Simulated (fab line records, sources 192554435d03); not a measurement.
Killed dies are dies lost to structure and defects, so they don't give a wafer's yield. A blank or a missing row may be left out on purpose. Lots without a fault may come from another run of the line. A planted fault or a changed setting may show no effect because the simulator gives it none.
Split-lot experiment | flow n5_finfet | 7 lots, 39 wafers read, on a route of 1938 steps

THE SPLIT
At N5_HKMG_FIN_ETCH_58 (etches SOC in N2/H2, target depth 215.8 nm, time 741 s), the setting bias_w was moved away from the recipe's 13 W on 12 of the 39 wafers read, by -18.8% to +17.7%. The other wafers ran this setting at the recipe's value.

The reading is taken at the split's own step.

THE READING
rf_vpp_V, in V, at N5_HKMG_FIN_ETCH_58 (etches SOC in N2/H2, target depth 215.8 nm, time 741 s). Fault-free wafers of this fab line usually give 99.2 V, standard deviation 1.1 V.

wafer  | tool, chamber at the split | bias_w as run, W | against the recipe | rf_vpp_V, V | against lot-mates on the recipe
L080.1 | rie_diel-03, 2             | 13               | recipe             | 99.7        | -
L080.2 | rie_diel-03, 3             | 13               | recipe             | 97.8        | -
L080.3 | rie_diel-03, 0             | 13.74            | +5.7%              | 103.9       | +4.9
L080.4 | rie_diel-03, 1             | 13.74            | +5.7%              | 101.3       | +2.3
L080.5 | rie_diel-03, 3             | 13.74            | +5.7%              | 100.4       | +1.4
L080.6 | rie_diel-03, 0             | 13               | recipe             | 99.6        | -
L083.1 | rie_diel-03, 1             | 15.3             | +17.7%             | 109.0       | +9.6
L083.2 | rie_diel-03, 2             | 13               | recipe             | 98.4        | -
L083.3 | rie_diel-03, 3             | 15.3             | +17.7%             | 109.8       | +10.4
L083.4 | rie_diel-03, 0             | 13               | recipe             | 99.5        | -
L083.5 | rie_diel-03, 2             | 13               | recipe             | 100.4       | -
L083.6 | rie_diel-03, 1             | 15.3             | +17.7%             | 109.8       | +10.4
L084.1 | rie_diel-03, 2             | 14.45            | +11.2%             | 107.2       | +8.0
L084.2 | rie_diel-03, 0             | 14.45            | +11.2%             | 105.9       | +6.7
L084.3 | rie_diel-03, 1             | 13               | recipe             | 99.4        | -
L084.4 | rie_diel-03, 3             | 13               | recipe             | 100.0       | -
L084.5 | rie_diel-03, 3             | 13               | recipe             | 98.3        | -
L084.6 | rie_diel-03, 0             | 14.45            | +11.2%             | 105.9       | +6.7
L086.1 | rie_diel-01, 0             | 13               | recipe             | 98.2        | -
L086.2 | rie_diel-01, 2             | 13               | recipe             | 97.8        | -
L086.3 | rie_diel-01, 1             | 13               | recipe             | 99.1        | -
L086.4 | rie_diel-01, 3             | 13               | recipe             | 99.3        | -
L086.5 | rie_diel-01, 2             | 13               | recipe             | 99.1        | -
L086.6 | rie_diel-01, 1             | 13               | recipe             | 97.3        | -
L087.1 | rie_diel-04, 1             | 13               | recipe             | 100.4       | -
L087.2 | rie_diel-04, 2             | 10.55            | -18.8%             | 86.6        | -12.9
L087.3 | rie_diel-04, 0             | 10.55            | -18.8%             | 87.3        | -12.2
L087.4 | rie_diel-04, 3             | 13               | recipe             | 98.8        | -
L087.5 | rie_diel-04, 3             | 10.55            | -18.8%             | 86.8        | -12.7
L087.6 | rie_diel-04, 0             | 13               | recipe             | 99.2        | -
L089.1 | rie_diel-04, 2             | 13               | recipe             | 99.9        | -
L089.2 | rie_diel-04, 3             | 13               | recipe             | 99.5        | -
L089.3 | rie_diel-04, 0             | 13               | recipe             | 98.4        | -
L089.4 | rie_diel-04, 0             | 13               | recipe             | 98.4        | -
L089.5 | rie_diel-04, 3             | 13               | recipe             | 98.9        | -
L089.6 | rie_diel-04, 2             | 13               | recipe             | 100.3       | -
L092.1 | rie_diel-04, 3             | 13               | recipe             | 99.9        | -
L092.2 | rie_diel-04, 2             | 13               | recipe             | 100.7       | -
L092.6 | rie_diel-04, 3             | 13               | recipe             | 99.5        | -

THE FIT
A straight line over all 39 wafers: rf_vpp_V changes by +0.62 V for each +1% of bias_w; r = +0.98; the points scatter about the line by 0.94 V.
The same after taking each lot's own level away (the mean of its wafers on the recipe; 39 wafers): +0.623 V for each +1%; r = +0.99; scatter 0.87 V.
On that fit, the largest move of bias_w shifts the reading by 12 V.
The lots' own levels span 98.47 to 100.03 V, that is 1.4 times the standard deviation above.
So the lot-to-lot level changes the slope little: the two slopes agree.
Check: with one of the wafers moved furthest among these (-18.8%) left out of the fit, the line predicts -11.7 V for it against its lot-mates. It came out at -12.9 V against them.
Tool readings at the split's step, against how far the setting was moved: rf_vpp_V r = +0.98.

OTHER SPLITS ON THESE WAFERS
These wafers also went through other splits before the reading. Each is held against what the fit with the lots' levels taken away leaves over:
other split on the same wafers | wafers away from the commonest value | r with rf_vpp_V (lot level and that fit taken away)
N5_FIN_SAQP_HM_DEP_03 time_s   | 15                                   | -0.11
N5_DUMMY_GATE_ETCH_37 source_w | 6                                    | +0.15
N5_DUMMY_GATE_ETCH_42 bias_w   | 12                                   | -0.10
N5_SD_EPI_P_EPI_21 temp_c      | 6                                    | -0.06

THE FILE'S OWN FIT
rf_vpp_V changes by +0.619 V for each +1% of bias_w, r = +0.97.
